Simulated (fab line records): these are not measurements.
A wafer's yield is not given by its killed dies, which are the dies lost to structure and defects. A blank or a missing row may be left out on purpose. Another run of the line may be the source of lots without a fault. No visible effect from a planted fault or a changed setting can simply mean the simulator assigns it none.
Check for tools in common || flow nand-harc || Sample size 2 lots and 6 wafers

== THE REASON FOR OPENING IT ==
On 2 of the 2 lots, a flag is raised at NHARC_END_SORT_01 on the reading killed-at-array. Wafers without a fault read 29, standard deviation 11.
Rule: a lot is flagged in two cases, either no wafer of it has a number, or all its wafers with numbers fall more than 4 standard deviations from that mean. All remaining lots are regarded as sound.

{"lot": "L755", "measured": "day 22 17:02", "on": "prober-02", "killed-at-array, wafer by wafer": "674 673 673", "flag": "FLAGGED"}
{"lot": "L754", "measured": "day 22 23:06", "on": "prober-01", "killed-at-array, wafer by wafer": "674 675 676", "flag": "FLAGGED"}
The mean of the flagged lots' numbers is 674, +645 from the usual (+59 standard deviations).

== WHICH TOOL RAN EACH LOT ==
3 process steps preceding the reading are held in the record, out of 1159 steps in the route. Every cell lists first the tool, next ch and the chambers used by the sampled wafers, and last the start.
{"lot": "L755", "flag": "FLAGGED", "NHARC_A_CHANNEL_HOLE_D1_ETCH_38": "rie-diel-09 ch 1,2, day 12 02:05", "NHARC_A_CHANNEL_HOLE_D1_ETCH_34": "rie-diel-09 ch 2,3, day 12 06:22 or earlier", "NHARC_A_CHANNEL_HOLE_D1_ETCH_25": "har-etch-01 ch 0,1, day 12 06:22"}
{"lot": "L754", "flag": "FLAGGED", "NHARC_A_CHANNEL_HOLE_D1_ETCH_38": "rie-diel-07 ch 1,2,3, day 12 02:15", "NHARC_A_CHANNEL_HOLE_D1_ETCH_34": "rie-diel-07 ch 1,2,3, day 12 10:06 or earlier", "NHARC_A_CHANNEL_HOLE_D1_ETCH_25": "har-etch-02 ch 0,1, day 12 10:06"}
What these steps do:
- NHARC_A_CHANNEL_HOLE_D1_ETCH_38: etches the open film in CF4, target depth 39 nm, time 65 s.
- NHARC_A_CHANNEL_HOLE_D1_ETCH_34: etches the open film in CF4/CHF3, target depth 154 nm, time 77 s.
- NHARC_A_CHANNEL_HOLE_D1_ETCH_25: etches the open film in C4F8/O2/Ar, time 1040.2 s, target depth 1500 nm.
- NHARC_END_SORT_01

== FLAGGED OVER TOTAL, TOOL BY TOOL (the gauges that took the reading come last) ==
{"step": "NHARC_A_CHANNEL_HOLE_D1_ETCH_38", "tool": "rie-diel-07", "lots run": 1, "flagged": 1, "share of the flagged lots": "some", "sound lots run after its first flagged lot": 0}
{"step": "NHARC_A_CHANNEL_HOLE_D1_ETCH_38", "tool": "rie-diel-09", "lots run": 1, "flagged": 1, "share of the flagged lots": "some", "sound lots run after its first flagged lot": 0}
{"step": "NHARC_A_CHANNEL_HOLE_D1_ETCH_34", "tool": "rie-diel-07", "lots run": 1, "flagged": 1, "share of the flagged lots": "some", "sound lots run after its first flagged lot": 0}
{"step": "NHARC_A_CHANNEL_HOLE_D1_ETCH_34", "tool": "rie-diel-09", "lots run": 1, "flagged": 1, "share of the flagged lots": "some", "sound lots run after its first flagged lot": 0}
{"step": "NHARC_A_CHANNEL_HOLE_D1_ETCH_25", "tool": "har-etch-01", "lots run": 1, "flagged": 1, "share of the flagged lots": "some", "sound lots run after its first flagged lot": 0}
{"step": "NHARC_A_CHANNEL_HOLE_D1_ETCH_25", "tool": "har-etch-02", "lots run": 1, "flagged": 1, "share of the flagged lots": "some", "sound lots run after its first flagged lot": 0}
{"step": "NHARC_END_SORT_01", "tool": "prober-01", "lots run": 1, "flagged": 1, "share of the flagged lots": "some", "sound lots run after its first flagged lot": 0}
{"step": "NHARC_END_SORT_01", "tool": "prober-02", "lots run": 1, "flagged": 1, "share of the flagged lots": "some", "sound lots run after its first flagged lot": 0}
NHARC_A_CHANNEL_HOLE_D1_ETCH_34 gives no start for some lots, so the hours and the order of its lots are those of NHARC_A_CHANNEL_HOLE_D1_ETCH_25.

== WHAT IS ALLOWED BY THE TABLE ==
No row of the table ran every flagged lot.

== WHAT THE SIMULATOR PUT IN ==
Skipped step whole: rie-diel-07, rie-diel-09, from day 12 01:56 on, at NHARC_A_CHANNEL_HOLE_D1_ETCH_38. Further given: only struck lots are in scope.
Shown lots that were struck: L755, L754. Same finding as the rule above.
